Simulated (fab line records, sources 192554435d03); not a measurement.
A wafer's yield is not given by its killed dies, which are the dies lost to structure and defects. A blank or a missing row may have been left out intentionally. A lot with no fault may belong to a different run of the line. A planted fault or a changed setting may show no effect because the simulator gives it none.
fab line records	flow n5-finfet
record lots=6	wafers=16	last-day=17
route steps=1938 shown DUMMY_GATE@256 SPACER0@258 SD_EPI_N@262 BEOL_M4@1111
lots that met no fault: taken from a fault-free run of the same line
start-h: hours from the record's first day to the start of the lot's first wafer shown	wait-h: hours elapsed since this lot's preceding step	" unchanged from the row above	L1.1+2: a single row standing in for several wafers	- value missing, or start not given	* or withheld: withheld	< > ~ a bound
route shown NAME@n: NAME is a module with steps in the file, n the number in the route of the first one	usual: mean/standard deviation of fault-free wafers	same: alike in all rows	chamber/n: place in a boat	sites: per-site readings	_std_site: the values' standard deviation	_edge_site: outer sites' mean less inner sites'	radius-mm: how far each site lies from the wafer's centre	mask NAME#n: copy n	behind: the tool/chamber that last shaped the wafer	hold: cause of the lot's hold/its duration in hours/its outcome	device: whichever transistor did not switch (one of n, p or np)	end of line: the same wafers' tests at the end of the route	a step without rows: its recipe alone	killed: count of dies lost to structure and defects at first sort (not the wafer's yield)	map: the dies of a wafer, with x for killed, . for not killed, _ for no die there
set.NAME: the setting the step ran with; set.NAME@STEP: the setting that earlier step ran with	model.NAME: the simulator's own value behind a step, which no gauge read
lots at some steps of the route; a table a step, a row a wafer
services: a tool's chamber out of use, with start hour (start-h, from the record's first day; less than 0 if before it), hours out, and reason
## steps
# step N5_DUMMY_GATE_UV_OZONE_45
# recipe time-s=120	pressure-torr=760	temp-c=25
# step N5_DUMMY_GATE_INSPECT_27
# recipe inspect-instrument=brightfield	mode=aei
# usual raw-defect-count=289/71
lot.wafer	tool	chamber	start-h	wait-h	raw-defect-count
L445.2	defect-inspect-01	-	47.26	0.0	330
L445.4	"	-	"	"	374
L445.5	"	-	"	"	354
L449.3	defect-inspect-01	-	73.78	0.0	362
L449.4	"	-	"	"	431
L449.6	"	-	"	"	294
L451.2	defect-inspect-01	-	83.97	0.0	387
L451.3	"	-	"	"	424
L451.6	"	-	"	"	250
L452.1	defect-inspect-02	-	92.41	0.0	328
L452.2	"	-	"	"	240
L452.4	"	-	"	"	248
L466.4	defect-inspect-02	-	174.36	0.0	255
L466.5	"	-	"	"	205
L467.3	defect-inspect-02	-	181.25	0.0	264
L467.4	"	-	"	"	220
# step N5_SPACER0_ALD_07
# recipe material=SiNx	target-thk-a=20	temp-c=400	ald-precursor-family=SiH2I2	ald-co-reactant=N2/H2-plasma	pressure-torr=2
# usual heater-power-w=809/97
lot.wafer	tool	chamber	start-h	wait-h	heater-power-w
L445.2	ald-sin-03	3	47.29	0.0	827
L445.4	"	1	"	"	1037
L445.5	"	0	"	"	776
L449.3	ald-sin-01	0	73.82	0.0	795
L449.4	"	2	"	"	857
L449.6	"	1	"	"	776
L451.2	ald-sin-04	0	84.25	0.3	740
L451.3	"	2	"	"	639
L451.6	"	1	"	"	794
L452.1	ald-sin-04	3	92.45	0.0	839
L452.2	"	2	"	"	649
L452.4	"	0	"	"	707
L466.4	ald-sin-03	1	174.39	0.0	1020
L466.5	"	3	"	"	886
L467.3	ald-sin-01	0	182.18	0.9	800
L467.4	"	0	"	"	786
# step N5_SPACER0_ALD_00
# recipe material=SiOCN	target-thk-a=35	temp-c=400	ald-precursor-family=alkyl-aminosilane	ald-co-reactant=O2/N2-plasma	pulse-time-s=3	purge-time-s=2	co-reactant-purge-time-s=2	ald-cycles=58	pressure-torr=2
# usual heater-power-w=807/99	precursor-pulse-height-rel=0.997/0.02
# same co-reactant-purge-time-s=2
lot.wafer	tool	chamber	start-h	wait-h	heater-power-w	precursor-pulse-height-rel
L445.2	ald-sin-03	3	47.45	0.1	846	1.004
L445.4	"	1	"	"	1020	0.996
L445.5	"	0	"	"	795	1.021
L449.3	ald-sin-01	0	73.97	0.1	804	0.995
L449.4	"	2	"	"	818	0.983
L449.6	"	1	"	"	785	0.970
L451.2	ald-sin-04	0	84.40	0.1	710	1.021
L451.3	"	2	"	"	654	0.984
L451.6	"	1	"	"	826	0.956
L452.1	ald-sin-04	3	92.60	0.1	830	0.952
L452.2	"	2	"	"	644	0.949
L452.4	"	0	"	"	732	1.010
L466.4	ald-sin-03	1	174.54	0.1	984	1.005
L466.5	"	3	"	"	899	1.003
L467.3	ald-sin-01	0	182.33	0.1	817	0.995
L467.4	"	0	"	"	807	0.993
# step N5_SPACER0_ALD_08
# recipe material=SiNx	target-thk-a=20	temp-c=400	ald-precursor-family=SiH2I2	ald-co-reactant=N2/H2-plasma	pressure-torr=2
# step N5_SPACER0_INSPECT_04
# recipe inspect-instrument=darkfield	mode=post-dep
# usual raw-defect-count=140/34
lot.wafer	tool	chamber	start-h	wait-h	raw-defect-count
L445.2	defect-inspect-02	-	47.86	0.1	128
L445.4	"	-	"	"	201
L445.5	"	-	"	"	150
L449.3	defect-inspect-01	-	74.39	0.1	127
L449.4	"	-	"	"	216
L449.6	"	-	"	"	140
L451.2	defect-inspect-02	-	84.81	0.1	145
L451.3	"	-	"	"	147
L451.6	"	-	"	"	100
L452.1	defect-inspect-01	-	93.02	0.1	203
L452.2	"	-	"	"	197
L452.4	"	-	"	"	176
L466.4	defect-inspect-01	-	174.96	0.1	146
L466.5	"	-	"	"	127
L467.3	defect-inspect-01	-	182.74	0.1	177
L467.4	"	-	"	"	114
# step N5_SD_EPI_N_COAT_32
# recipe resist=SOC	temp-c=250	time-s=60	spin-rpm=1500	resist-thk-nm=350
# step N5_SD_EPI_N_COAT_33
# recipe resist=SiARC	temp-c=220	time-s=60	spin-rpm=1500	resist-thk-nm=35
# step N5_SD_EPI_N_COAT_03
# recipe resist=CAR-ArF-block	spin-rpm=1500	resist-thk-nm=150
# step N5_SD_EPI_N_EBR_05
# recipe solvent=PGMEA	ebr-width-mm=1.5
# step N5_SD_EPI_N_SOFTBAKE_04
# recipe temp-c=110	time-s=60	resist=CAR-ArF-block
# step N5_SD_EPI_N_EXPOSE_06
# recipe mask-id=SD_N_BLK	na=1.35	source-shape=conventional	sigma-outer=0.8	polarization=unpolarized	target-cd-nm=120	dose-mj=39.75
# step N5_SD_EPI_N_PEB_07
# recipe peb-temp-c=110	peb-time-s=60	resist=CAR-ArF-block
# usual heater-power-total-W=175.4/1.6	resist-line-temp-C=23.02/0.12
lot.wafer	tool	chamber	start-h	wait-h	heater-power-total-W	resist-line-temp-C
L445.2	litho-track-03	0	48.19	0.0	175.7	22.93
L445.4	"	0	"	"	176.1	23.01
L445.5	"	0	"	"	177.3	22.99
L449.3	litho-track-03	0	74.72	0.0	173.0	22.85
L449.4	"	0	"	"	175.8	22.97
L449.6	"	0	"	"	173.0	23.05
L451.2	litho-track-03	0	85.15	0.0	174.7	22.91
L451.3	"	0	"	"	176.4	23.14
L451.6	"	0	"	"	175.2	23.06
L452.1	litho-track-05	0	93.35	0.1	173.0	23.07
L452.2	"	0	"	"	175.3	23.12
L452.4	"	0	"	"	174.6	23.03
L466.4	litho-track-05	0	175.17	0.0	174.7	23.05
L466.5	"	0	"	"	188.3	23.09
L467.3	litho-track-05	0	182.95	0.0	190.9	22.83
L467.4	"	0	"	"	177.2	22.99
# step N5_SD_EPI_N_DEVELOP_08
# recipe develop-time-s=30	developer=TMAH	resist=CAR-ArF-block	dev-temp-c=23	rinse-liquid=diw	dry=air-spin
# step N5_SD_EPI_N_CD_MEAS_09
# recipe target-cd-nm=120	landing-energy-ev=500	detector=se-inlens
# usual cd-nm=120.2/0.75
# same landing-energy-ev=500
lot.wafer	tool	chamber	start-h	wait-h	cd-nm
L445.2	cd-sem-02	0	48.26	-	121.1
L445.4	"	0	"	"	121.4
L445.5	"	0	"	"	120.8
L449.3	cd-sem-03	0	74.79	-	120.9
L449.4	"	0	"	"	121.8
L449.6	"	0	"	"	120.6
L451.2	cd-sem-03	0	85.21	-	120.3
L451.3	"	0	"	"	120.1
L451.6	"	0	"	"	120.5
L452.1	cd-sem-02	0	93.42	-	119.4
L452.2	"	0	"	"	120.4
L452.4	"	0	"	"	120.0
L466.4	cd-sem-01	0	175.24	-	120.2
L466.5	"	0	"	"	115.0
L467.3	cd-sem-02	0	183.02	-	117.1
L467.4	"	0	"	"	120.7
# step N5_SD_EPI_N_OVL_MEAS_10
# recipe points-per-wafer=44
# usual SD_N_BLK_OVL=-0.4/0.72
lot.wafer	tool	chamber	start-h	wait-h	SD_N_BLK_OVL[nm]
L445.2	overlay-01	0	48.29	0.0	-0.3
L445.4	"	0	"	"	0.0
L445.5	"	0	"	"	-0.6
L449.3	overlay-01	0	74.81	0.0	-0.5
L449.4	"	0	"	"	0.0
L449.6	"	0	"	"	-0.5
L451.2	overlay-01	0	85.24	0.0	0.4
L451.3	"	0	"	"	-0.3
L451.6	"	0	"	"	-0.4
L452.1	overlay-02	0	93.46	0.0	-0.3
L452.2	"	0	"	"	-0.4
L452.4	"	0	"	"	-0.5
L466.4	overlay-01	0	175.26	0.0	-0.7
L466.5	"	0	"	"	-1.3
L467.3	overlay-01	0	183.05	0.0	-0.9
L467.4	"	0	"	"	-0.8
# step N5_SD_EPI_N_INSPECT_11
# recipe mode=adi	inspect-instrument=macro
# usual raw-defect-count=1.9/1.3
lot.wafer	tool	chamber	start-h	wait-h	raw-defect-count
L445.2	defect-inspect-02	-	48.31	0.0	1
L445.4	"	-	"	"	2
L445.5	"	-	"	"	2
L449.3	defect-inspect-01	-	74.84	0.0	2
L449.4	"	-	"	"	0
L449.6	"	-	"	"	2
L451.2	defect-inspect-01	-	85.27	0.0	2
L451.3	"	-	"	"	4
L451.6	"	-	"	"	1
L452.1	defect-inspect-02	-	93.48	0.0	4
L452.2	"	-	"	"	0
L452.4	"	-	"	"	7
L466.4	defect-inspect-02	-	175.29	0.0	1
L466.5	"	-	"	"	0
L467.3	defect-inspect-02	-	183.07	0.0	0
L467.4	"	-	"	"	2
# step N5_SD_EPI_N_DESCUM_14
# recipe chemistry=O2	time-s=7.9	source-power-w=50	bias-power-w=20	pressure-mtorr=20	rf-frequency-hz=2.712e+07	temp-c=40	resist=CAR-ArF-block	o2-flow-sccm=225
# usual drypump-motor-current-A=5.6/0.4	oes-product-au=0.77/0.083	rf-vpp-V=242.8/1.2	showerhead-plenum-p-Torr=2.08/0.065	throttle-valve-pct=20.42/0.22
lot.wafer	tool	chamber	start-h	wait-h	drypump-motor-current-A	oes-product-au	rf-hours-counter-h	rf-vpp-V	showerhead-plenum-p-Torr	throttle-valve-pct	model.SD_EPI_N.cd-nm
L445.2	rie-diel-03	2	48.35	0.0	6.2	0.77	119	242.4	2.03	20.43	121.4
L445.4	"	0	"	"	6.1	0.87	53	241.9	2.05	20.48	121.4
L445.5	"	2	"	"	6.2	0.77	-	241.8	2.03	20.42	121.2
L449.3	rie-diel-05	2	74.87	0.0	5.7	0.78	152	244.7	2.19	20.05	121
L449.4	"	2	"	"	5.6	0.78	-	245.2	2.19	20.06	121.8
L449.6	"	3	"	"	5.2	0.70	-	243.6	2.06	20.72	120.8
L451.2	rie-diel-06	0	85.30	0.0	5.1	0.73	197	244.1	2.19	20.72	120
L451.3	"	2	"	"	5.7	0.69	222	241.3	1.99	20.43	120
L451.6	"	0	"	"	5.0	0.73	-	243.8	2.19	20.73	120.6
L452.1	rie-diel-03	2	93.52	0.0	6.2	0.76	136	241.2	2.02	20.45	119.6
L452.2	"	1	"	"	5.3	0.68	241	242.8	2.17	20.92	120.4
L452.4	"	0	"	"	6.1	0.85	69	242.1	2.05	20.50	119.8
L466.4	rie-diel-06	3	175.34	0.0	6.4	0.72	-	240.5	1.99	20.33	120.4
L466.5	"	0	"	"	5.1	0.70	-	243.7	2.18	20.77	115.4
L467.3	rie-diel-03	2	183.11	0.0	6.2	0.73	172	242.4	2.01	20.51	117
L467.4	"	3	"	"	5.6	0.89	43	242.9	2.04	20.31	120.4
# step N5_SD_EPI_N_ETCH_34
# recipe chemistry=CF4	target=SiARC	target-depth-a=455	mask-material=CAR-ArF-block	time-s=75.8	ion-energy-ev=80	pressure-mtorr=40	source-w=545	bias-w=36	Ar_flow_sccm=100	cf4-flow-sccm=100	ends=cleared
# step N5_SD_EPI_N_ETCH_35
# recipe chemistry=N2/H2	target=SOC	overetch-a=1080	mask-material=SiARC	temp-c=40	ion-energy-ev=100	source-w=3000	bias-w=133	pressure-mtorr=20	time-s=486	n2-flow-sccm=200	h2-flow-sccm=200
# usual drypump-motor-current-A=5.6/0.4	h2-flow-sccm=200.1/0.55	oes-product-au=0.69/0.066	rf-vpp-V=240.5/1.2	showerhead-plenum-p-Torr=2.52/0.072	throttle-valve-pct=23.72/0.28
lot.wafer	tool	chamber	start-h	wait-h	drypump-motor-current-A	h2-flow-sccm	oes-product-au	rf-hours-counter-h	rf-vpp-V	showerhead-plenum-p-Torr	throttle-valve-pct
L445.2	rie-diel-03	2	48.44	0.0	6.2	200.1	0.70	119	240.4	2.46	23.95
L445.4	"	0	"	"	6.1	200.0	0.77	53	239.0	2.46	23.52
L445.5	"	2	"	"	6.2	199.6	0.70	-	237.6	2.46	23.95
L449.3	rie-diel-05	2	74.96	0.0	5.7	200.0	0.69	152	242.4	2.64	23.32
L449.4	"	2	"	"	5.6	200.9	0.69	-	242.3	2.64	23.32
L449.6	"	3	"	"	5.2	200.0	0.62	-	240.0	2.50	24.12
L451.2	rie-diel-06	0	85.39	0.0	5.1	200.3	0.65	197	242.3	2.62	23.97
L451.3	"	2	"	"	5.7	200.5	0.62	222	238.8	2.41	23.59
L451.6	"	0	"	"	5.0	199.4	0.65	-	242.1	2.62	23.97
L452.1	rie-diel-03	2	93.61	0.0	6.2	199.9	0.68	136	239.4	2.45	23.96
L452.2	"	1	"	"	5.3	199.4	0.60	241	242.7	2.61	24.27
L452.4	"	0	"	"	6.1	200.8	0.76	69	240.2	2.46	23.54
L466.4	rie-diel-06	3	175.57	0.2	6.4	200.2	0.64	-	239.5	2.41	23.53
L466.5	"	0	"	"	5.0	199.6	0.63	-	241.8	2.61	24.01
L467.3	rie-diel-03	2	183.20	0.0	6.2	201.3	0.65	172	238.3	2.44	24.02
L467.4	"	3	"	"	5.6	200.1	0.79	44	242.0	2.48	23.71
# step N5_SD_EPI_N_STRIP_36
# recipe chemistry=N2/H2	temp-c=40	n2-flow-sccm=200	h2-flow-sccm=200	rf-frequency-hz=6e+07
# step N5_SD_EPI_N_ETCHBACK_44
# recipe chemistry=CH3F/O2	mode=anisotropic-etchback	target=SiNx	target-depth-a=145	stop-on=SiO2	over-etch-frac=0.3	ion-energy-ev=120	pressure-mtorr=30	source-w=395	bias-w=73	Ar_flow_sccm=150	CH3F_flow_sccm=30	O2_flow_sccm=20
# usual drypump-motor-current-A=5.6/0.4	oes_f_703_au=0.77/0.076	oes-product-au=0.66/0.064	rf-vpp-V=298/6	showerhead-plenum-p-Torr=1.98/0.06	throttle-valve-pct=16.34/0.18
lot.wafer	tool	chamber	start-h	wait-h	drypump-motor-current-A	oes_f_703_au	oes-product-au	rf-hours-counter-h	rf-vpp-V	showerhead-plenum-p-Torr	throttle-valve-pct
L445.2	rie-diel-03	2	48.76	0.0	6.2	0.83	0.67	119	296	1.93	16.29
L445.4	"	0	"	"	6.1	0.88	0.73	53	297	1.96	16.30
L445.5	"	2	"	"	6.1	0.83	0.67	-	297	1.93	16.30
L449.3	rie-diel-05	2	75.29	0.0	5.7	0.77	0.66	152	307	2.10	16.08
L449.4	"	2	"	"	5.6	0.77	0.66	-	305	2.10	16.05
L449.6	"	3	"	"	5.2	0.69	0.58	-	302	1.97	16.73
L451.2	rie-diel-06	0	85.72	0.0	5.1	0.70	0.62	197	307	2.07	16.50
L451.3	"	2	"	"	5.6	0.69	0.60	222	288	1.89	16.37
L451.6	"	0	"	"	5.0	0.70	0.63	-	307	2.07	16.52
L452.1	rie-diel-03	2	93.93	0.0	6.2	0.81	0.66	136	298	1.92	16.33
L452.2	"	1	"	"	5.3	0.68	0.58	241	307	2.05	16.70
L452.4	"	0	"	"	6.1	0.86	0.72	69	298	1.95	16.34
L466.4	rie-diel-06	3	175.79	0.1	6.4	0.73	0.61	-	297	1.91	16.37
L466.5	"	0	"	"	5.0	0.68	0.60	-	305	2.06	16.57
L467.3	rie-diel-03	2	183.52	0.0	6.2	0.78	0.62	172	297	1.91	16.39
L467.4	"	3	"	"	5.6	0.85	0.75	44	299	1.95	16.23
# step N5_SD_EPI_N_ETCH_45
# recipe chemistry=CH3F/O2	target=SiOCN	target-depth-a=60	mask-material=SOC	ion-energy-ev=60	bias-w=29	pressure-mtorr=15	source-w=410	Ar_flow_sccm=150	CH3F_flow_sccm=30	O2_flow_sccm=20
# step N5_SD_EPI_N_ETCH_16
# recipe chemistry=CHF3/O2	target=SiO2	target-depth-a=50	mask-material=SOC	pressure-mtorr=30	source-w=650	bias-w=170	Ar_flow_sccm=200	CHF3_flow_sccm=50	O2_flow_sccm=5	ion-energy-ev=200
# usual CHF3_flow_sccm=50.00/0.14	drypump-motor-current-A=5.6/0.4	oes_f_703_au=0.78/0.075	oes-product-au=0.77/0.081	rf-vpp-V=526/11	showerhead-plenum-p-Torr=2.39/0.069	throttle-valve-pct=18.88/0.18
lot.wafer	tool	chamber	start-h	wait-h	CHF3_flow_sccm	drypump-motor-current-A	oes_f_703_au	oes-product-au	rf-hours-counter-h	rf-vpp-V	showerhead-plenum-p-Torr	throttle-valve-pct
L445.2	rie-diel-03	2	48.96	0.1	50.20	6.2	0.82	0.79	119	521	2.33	18.84
L445.4	"	0	"	"	50.04	6.1	0.89	0.87	53	522	2.36	18.87
L445.5	"	2	"	"	50.29	6.2	0.82	0.79	-	524	2.33	18.85
L449.3	rie-diel-05	2	75.49	0.1	50.13	5.6	0.77	0.78	152	540	2.52	18.58
L449.4	"	2	"	"	50.00	5.6	0.77	0.78	-	539	2.52	18.56
L449.6	"	3	"	"	49.79	5.2	0.69	0.70	-	532	2.38	19.29
L451.2	rie-diel-06	0	85.92	0.1	49.98	5.1	0.71	0.72	197	538	2.49	19.03
L451.3	"	2	"	"	49.86	5.6	0.70	0.69	222	508	2.28	18.87
L451.6	"	0	"	"	50.30	5.0	0.72	0.73	-	539	2.49	19.04
L452.1	rie-diel-03	2	94.13	0.1	50.16	6.2	0.80	0.77	136	524	2.32	18.86
L452.2	"	1	"	"	50.08	5.3	0.68	0.68	241	540	2.46	19.22
L452.4	"	0	"	"	49.79	6.1	0.87	0.85	69	521	2.35	18.89
L466.4	rie-diel-06	3	175.96	0.0	49.94	6.4	0.73	0.71	-	525	2.30	18.87
L466.5	"	0	"	"	50.10	5.0	0.69	0.70	-	538	2.47	19.09
L467.3	rie-diel-03	2	183.72	0.1	50.12	6.2	0.77	0.73	172	522	2.31	18.93
L467.4	"	3	"	"	49.88	5.6	0.85	0.88	44	529	2.36	18.81
# step N5_SD_EPI_N_STRIP_47
# recipe chemistry=CHF3/O2	resist=SiARC	rf-frequency-hz=6e+07
# step N5_SD_EPI_N_SD_RECESS_17
# recipe chemistry=HBr/Cl2/O2	target-depth-a=410	mask-material=SOC	time-s=23.7	bt-time-s=3	pressure-mtorr=10	icp-w=800	bias-w=112	HBr_flow_sccm=150	Cl2_flow_sccm=80	O2_flow_sccm=12
# usual HBr_flow_sccm=150.1/0.47	drypump-motor-current-A=5.7/0.43	oes-product-au=0.994/0.018	throttle-valve-pct=36.81/0.2
lot.wafer	tool	chamber	start-h	wait-h	HBr_flow_sccm	drypump-motor-current-A	oes-product-au	rf-hours-counter-h	throttle-valve-pct	model.SD_EPI_N.cd-nm
L445.2	rie-si-05	0	49.03	0.0	150.6	5.1	1.006	25	36.78	121.4
L445.4	"	3	"	"	150.6	6.2	0.988	-	36.66	122.4
L445.5	"	1	"	"	149.9	5.4	1.008	-	36.81	121
L449.3	rie-si-04	1	75.56	0.0	150.3	6.2	0.995	42	36.83	120.4
L449.4	"	2	"	"	150.2	5.5	0.968	88	37.01	121.8
L449.6	"	3	"	"	150.8	6.0	1.003	-	37.20	120.4
L451.2	rie-si-05	3	85.99	0.0	149.8	6.2	0.991	139	36.68	118.8
L451.3	"	1	"	"	149.6	5.4	1.008	188	36.81	118.2
L451.6	"	0	"	"	151.3	5.1	1.009	-	36.78	118.8
L452.1	rie-si-03	1	94.20	0.0	150.6	5.3	0.967	174	37.02	119.8
L452.2	"	3	"	"	150.7	5.2	1.006	55	36.55	119.6
L452.4	"	0	"	"	150.8	6.2	0.965	149	36.90	120.4
L466.4	rie-si-05	2	176.01	0.0	149.2	5.9	1.012	2	36.52	119.4
L466.5	"	0	"	"	150.0	5.1	0.994	-	36.78	114
L467.3	rie-si-04	2	183.79	0.0	150.7	5.5	0.971	90	37.02	117
L467.4	"	1	"	"	149.6	6.1	0.984	45	36.85	120.2
# step N5_SD_EPI_N_STRIP_38
# recipe chemistry=N2/H2	power-w=1000	temp-c=250	h2-frac=0.65	overash-fraction=0.3	pressure-mtorr=withheld	n2-flow-sccm=1750	h2-flow-sccm=3250
# step N5_BEOL_M4_RC_MEAS_101
# usual DIBL_N=35.8/1.8	DIBL_P=35.6/2	IOFF_N=0.148/0.028	IOFF_P=0.20/0.034	ION_N=672/12	ION_P=462/8.5	SS_N=71.2/0.65	SS_P=73.1/0.67	VT_N=251/3.3	VT_P=-251/3.8
lot.wafer	tool	chamber	start-h	wait-h	DIBL_N[mV/V]	DIBL_P[mV/V]	IOFF_N[nA/um]	IOFF_P[nA/um]	ION_N[uA/um]	ION_P[uA/um]	SS_N[mV/dec]	SS_P[mV/dec]	VT_N[mV]	VT_P[mV]
L445.2	prober-02	0	159.32	0.2	32.9	34.5	0.131	0.15	678	454	70.7	72.3	253	-257
L445.4	"	0	"	"	35.3	36.7	0.157	0.18	682	457	72.1	72.9	251	-256
L445.5	"	0	"	"	32.1	33.1	0.114	0.14	654	446	71.1	72.3	255	-258
L449.3	prober-01	0	199.54	0.3	35.2	36.5	0.132	0.17	638	442	71.7	72.6	254	-257
L449.4	"	0	"	"	31.6	32.8	0.093	0.13	660	455	70.1	71.9	256	-259
L449.6	"	0	"	"	34.8	36.1	0.130	0.17	670	458	70.1	72.0	254	-256
L452.1	prober-01	0	202.10	0.0	39.4	37.9	0.207	0.27	693	484	71.9	74.3	244	-243
L452.2	"	0	"	"	36.9	35.3	0.155	0.22	672	468	71.6	73.5	251	-246
L452.4	"	0	"	"	36.8	36.0	0.171	0.24	689	481	71.8	72.6	246	-244
L451.2	prober-02	0	203.90	0.2	34.6	33.3	0.128	0.19	672	465	70.6	71.7	251	-252
L451.3	"	0	"	"	33.7	33.0	0.118	0.17	659	458	70.4	72.7	253	-253
L451.6	"	0	"	"	33.9	33.1	0.118	0.17	670	466	70.5	72.6	252	-251
L466.4	prober-01	0	290.77	0.5	38.2	38.9	0.176	0.23	672	461	72.2	73.3	248	-251
L466.5	"	0	"	"	36.3	37.5	0.148	0.20	662	455	71.2	74.3	250	-250
L467.3	prober-02	0	307.18	0.3	34.2	33.6	0.128	0.18	679	463	70.3	72.2	254	-252
L467.4	"	0	"	"	34.9	33.6	0.130	0.17	678	462	71.0	72.6	253	-252
## services
tool	chamber	start-h	hours	kind
ald-sin-04	-	27.73	6.0	pm
rie-diel-05	2	35.44	5.7	repair
ald-sin-03	1	37.68	4.0	repair
rie-diel-06	2	42.20	6.6	repair
rie-diel-05	1	45.20	32.4	repair
ald-sin-01	1	47.00	7.8	repair
rie-diel-05	0	48.06	9.0	repair
rie-diel-03	3	60.97	-	clean
rie-diel-03	3	60.97	-	consumable-replace:focus-ring
rie-diel-03	3	60.97	14.1	scheduled-down
rie-diel-03	3	60.97	14.1	vent-cycle
ald-sin-03	-	85.25	14.0	pm
rie-diel-06	3	94.68	12.9	repair
rie-diel-03	1	121.14	-	clean
rie-diel-03	1	121.14	-	consumable-replace:focus-ring
rie-diel-03	1	121.14	33.9	scheduled-down
rie-diel-03	1	121.14	33.9	vent-cycle
rie-si-03	2	140.05	1.3	repair
rie-diel-06	2	158.01	-	clean
rie-diel-06	2	158.01	-	consumable-replace:focus-ring
rie-diel-06	2	158.01	-	consumable-replace:showerhead
rie-diel-05	2	169.34	16.3	repair
rie-diel-05	0	170.33	5.8	repair
ald-sin-01	1	173.81	11.8	repair
## key
first-sign step=N5_SD_EPI_N_PEB_07	reading=heater-power-total-W	direction=up	sigmas=9.2	usual=*	struck=*
effect step=N5_SD_EPI_N_CD_MEAS_09	reading=cd-nm	direction=down	sigmas=5.5	usual=120.2	struck=116.1
model-effect step=N5_SD_EPI_N_DESCUM_14	value=SD_EPI_N.cd-nm	without=120.6	struck=116.2
model-effect step=N5_SD_EPI_N_SD_RECESS_17	value=SD_EPI_N.cd-nm	without=119.9	struck=115.5
met-at N5_SD_EPI_N_PEB_07
struck-wafers L466.5,L467.3
sort-left-out L466.5,L467.3
onset-between 93.35 175.17
fault kind=process-parameter-drift	tool=litho-track-05	chamber=-	onset-h=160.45	steps=N5_SD_EPI_N_PEB_07	channel=peb-time-s	offset=*	shape=step	end-h=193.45	scope=struck-wafers-only	acts-in=*	stated=*
# sort-left-out: the simulated sort isn't trusted on such a fault, so these wafers' sort isn't shown, and their yield isn't known
